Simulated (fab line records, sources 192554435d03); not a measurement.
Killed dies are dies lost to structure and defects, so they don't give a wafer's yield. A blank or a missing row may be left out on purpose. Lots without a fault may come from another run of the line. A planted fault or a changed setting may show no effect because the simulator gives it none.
A struck lot beside a sound one | flow n5_finfet | 37 steps out of a route of 1938
Sound: wafers L557.3, L557.5, L557.6. Struck: wafers L567.3, L567.5. The cause comes at the end.
At each step with rows: each side's tool, then ch and its chambers, then its first start. Under that, the readings that differ: sound wafers | struck wafers | difference of the means | sigmas: that difference in standard deviations of wafers without a fault.
alike: readings whose means differ by less than 2 such deviations, and words and numbers that are the same on both sides. not compared: withheld readings, readings that some wafer has no value for, bounds like >300 that may hide the same value, and numbers for which the record gives no deviation and whose values overlap.
The two part at a step that has a row with sigmas, a row that says differs or no value, or rows on one side only. Numbers that don't overlap but have no deviation are shown without sigmas and don't part them. A reading that every wafer of one side lacks parts them only if that side has two wafers or more.

first, 9 steps without rows for these wafers: N5_BEOL_M9_DESCUM_33 (chemistry O2, time 7 s); N5_BEOL_M9_ETCH_76 (etches underlayer in N2/H2, target depth 6.5 nm, time 5.2 s); N5_BEOL_M9_ETCH_65 (etches SiARC in CF4, target depth 15.6 nm, time 26 s); N5_BEOL_M9_ETCH_66 (etches SOC in N2/H2, target depth 80 nm, overetch 16 nm, time 120 s); N5_BEOL_M9_STRIP_69 (strips in N2/H2); N5_BEOL_M9_STRIP_77 (strips in N2/H2); N5_BEOL_M9_VIA_ETCH_34 (etches SiCOH lowk in C4F6/O2, target depth 182.4 nm, time 68.4 s); N5_BEOL_M9_STRIP_73 (strips in C4F6/O2); N5_BEOL_M9_STRIP_36 (strips in N2/H2).
N5_BEOL_M9_TRENCH_ETCH_37: etches SiCOH lowk in C4F6/O2, target depth 151.43 nm, time 49 s.
  sound on rie_diel-01 ch 0,1,3, day 10 18:47; struck on rie_diel-01 ch 0,3, day 12 05:55
  reading                                    | sound             | struck      | difference | sigmas
  run_length_s (s)                           | 72.5 72.9 72.6    | 61.0 61.2   | -11.6      | -29
  time_s (s)                                 | 49 49 49          | 34.3 34.3   | -14.7      |
  model.etch.depth_nm (nm)                   | 152.2 157.4 152.6 | 108.2 105.8 | -47.1      |
  model.BEOL_M9.feature_depth_nm (nm)        | 152.2 157.4 152.6 | 108.2 105.8 | -47.1      |
  model.TiN_of_BEOL_M9_HM_DEP_02.thk_nm (nm) | 15.6 15.8 15.6    | 16.6 16.8   | +1.0       |
  alike: O2_flow_sccm, drypump_motor_current_A, oes_product_au, rf_vpp_V, showerhead_plenum_p_Torr, throttle_valve_pct
  not compared: rf_hours_counter_h
then, 2 steps without rows for these wafers: N5_BEOL_M9_ETCH_41 (etches SiCN in CH3F/O2, target depth 36.6 nm, time 70.1 s); N5_BEOL_M9_STRIP_80 (strips in N2/H2, time 10 s).
N5_BEOL_M9_OCD_MEAS_38:
  sound on ocd-01, day 10 18:58; struck on ocd-01, day 12 06:06
  reading              | sound       | struck  | difference | sigmas
  trench_depth_nm (nm) | 152 158 153 | 109 106 | -47        | -14
then, 13 steps without rows for these wafers: N5_BEOL_M9_HM_STRIP_39 (strips TiN in peroxide tin strip, target depth 25 nm, time 158 s); N5_BEOL_M9_SRD_40 (time 30 s); N5_BEOL_M9_PRECLEAN_42 (cleans in residue remover, time 60 s); N5_BEOL_M9_SRD_43 (time 30 s); N5_BEOL_M9_CURE_72 (cures SiCOH lowk, time 120 s); N5_BEOL_M9_DEGAS_44 (time 60 s); N5_BEOL_M9_PRE_CLEAN_45 (time 30 s); N5_BEOL_M9_ALD_74 (deposits TaN, target thk 2 nm, pulse time 2 s, purge time 3 s); N5_BEOL_M9_SURFACE_TREAT_79; N5_BEOL_M9_CVD_78 (deposits Co from CCTBA/H2, target thk 2 nm, time 138.9 s); N5_BEOL_M9_SPUTTER_48 (material Cu, target thk 12 nm, time 2 s); N5_BEOL_M9_ECD_50 (material Cu, target thk 318 nm); N5_BEOL_M9_ANNEAL_51 (time 90 s).
N5_BEOL_M9_CMP_52: polishes, stops on SiCOH lowk, t overpolish 7 s, target thk 140 nm.
  sound on cmp-04 ch 1,2, day 10 20:51; struck on cmp-04 ch 0,3, day 12 08:16
  reading                                | sound             | struck      | difference | sigmas
  slurry_filter_dp_kPa (kPa)             | 13.52 13.62 13.59 | 13.19 13.46 | -0.25      | -2
  model.Cu_of_BEOL_M9_ECD_50.thk_nm (nm) | 140.4 144.4 140.2 | 98.4 94     | -45.5      |
  alike: motor_current_A
N5_BEOL_M9_THK_MEAS_53: measures by xrf.
  sound on film_metro-02, day 10 21:09; struck on film_metro-01, day 12 08:32
  reading     | sound       | struck | difference | sigmas
  M9_THK (nm) | 139 143 139 | 98 94  | -44        | -12
then, 2 steps without rows for these wafers: N5_BEOL_M9_PRE_CLEAN_55 (time 15 s); N5_BEOL_M9_DEP_56 (deposits SiCN from 3MS/NH3, target thk 15 nm, time 26.5 s).
N5_BEOL_M9_RS_MEAS_57: measures by four-point-probe.
  sound on film_metro-02, day 10 21:17; struck on film_metro-02, day 12 08:40
  reading        | sound             | struck      | difference | sigmas
  M9_RS (ohm/sq) | 0.150 0.146 0.151 | 0.224 0.236 | +0.081     | +20
then, 5 steps without rows for these wafers: N5_BEOL_M10_ILD_DEP_00 (deposits SiCOH lowk from DEMS/porogen, target thk 308.51 nm, time 58 s); N5_BEOL_M10_CURE_71 (cures SiCOH lowk, time 240 s); N5_BEOL_M10_PECVD_70 (deposits SiO2 from TEOS/O2, target thk 20 nm, time 22.7 s); N5_BEOL_M10_HM_DEP_02 (deposits TiN, target thk 20 nm); N5_BEOL_M10_COAT_59 (time 60 s, resist thk 100 nm).
N5_BEOL_M15_RC_MEAS_101:
  sound on prober-02 ch 0, day 12 14:37; struck on prober-02 ch 0, day 14 07:07
  reading                   | sound          | struck    | difference | sigmas
  SERP_M6 (ohm/um)          | 14.3 14.6 13.3 | 15.6 15.2 | +1.3       | +2
  SERP_M9 (ohm/um)          | 3.07 2.89 3.02 | 4.51 4.75 | +1.64      | +16
  SERP_M9_max_site (ohm/um) | 3.09 3.01 3.09 | 4.67 4.86 | +1.70      | +15
  alike: COMB_M10, COMB_M11, COMB_M12, COMB_M13, COMB_M14, COMB_M15, COMB_M5, COMB_M6, COMB_M7, COMB_M8, SERP_M10, SERP_M11, SERP_M12, SERP_M12_max_site, SERP_M13, SERP_M14, SERP_M5, SERP_M7, SERP_M8, SERP_M8_max_site

WHERE THEY PART
First at N5_BEOL_M9_TRENCH_ETCH_37; last, within this record, at N5_BEOL_M15_RC_MEAS_101.

WHY: what the simulator had put in
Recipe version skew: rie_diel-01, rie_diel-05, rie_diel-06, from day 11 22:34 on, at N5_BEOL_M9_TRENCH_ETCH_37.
